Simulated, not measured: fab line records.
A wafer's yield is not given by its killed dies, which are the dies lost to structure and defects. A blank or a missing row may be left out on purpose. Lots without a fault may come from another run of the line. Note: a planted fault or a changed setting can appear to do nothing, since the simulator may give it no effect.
Matching of chambers + flow n5-finfet + 4 sister chambers for N5_BEOL_M9_STRIP_19 on rie-diel-04
The step strips in O2. 4 wafers are shown with their chamber, then 8 later ones without.

== WAFERS WITH THEIR CHAMBER ==
| wafer  | chamber | drypump-motor-current-A (A) |
|--------|---------|-----------------------------|
| L081.3 | 0       | 5.7                         |
| L081.4 | 1       | 4.9                         |
| L084.5 | 3       | 5.3                         |
| L088.1 | 2       | 5.3                         |

== WAFERS WHOSE CHAMBER IS MISSING ==
| wafer  | drypump-motor-current-A (A) |
|--------|-----------------------------|
| L088.2 | 5.6                         |
| L088.4 | 5.3                         |
| L089.1 | 4.9                         |
| L089.4 | 5.3                         |
| L089.6 | 5.6                         |
| L090.1 | 5.6                         |
| L090.3 | 5.3                         |
| L090.6 | 5.3                         |

== WHICH CHAMBER EACH ONE RAN IN ==
| wafer  | from the rows above     | in truth |
|--------|-------------------------|----------|
| L088.2 | 0                       | 0        |
| L088.4 | can't be placed: 2 or 3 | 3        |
| L089.1 | 1                       | 1        |
| L089.4 | can't be placed: 2 or 3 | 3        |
| L089.6 | 0                       | 0        |
| L090.1 | 0                       | 0        |
| L090.3 | can't be placed: 2 or 3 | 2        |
| L090.6 | can't be placed: 2 or 3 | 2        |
Placed correctly: 4 of 8. Cannot be placed on the basis of these rows: 4; the candidates contain the true chamber in 4. Number placed wrongly: 0.
How it was worked out, from the rows above alone: a wafer's distance from a chamber is the root of the sum, over the readings, of the square of ((its reading less the chamber's mean) divided by the reading's scatter). If the next closest chamber is less than 2 further off than the closest, the wafer can't be placed; otherwise it belongs to the closest. The mean given for a chamber averages the wafers shown for that chamber. The scatter: with one shown wafer a chamber, the root of the mean of the squares of how far each hidden wafer lies from its nearest shown one.
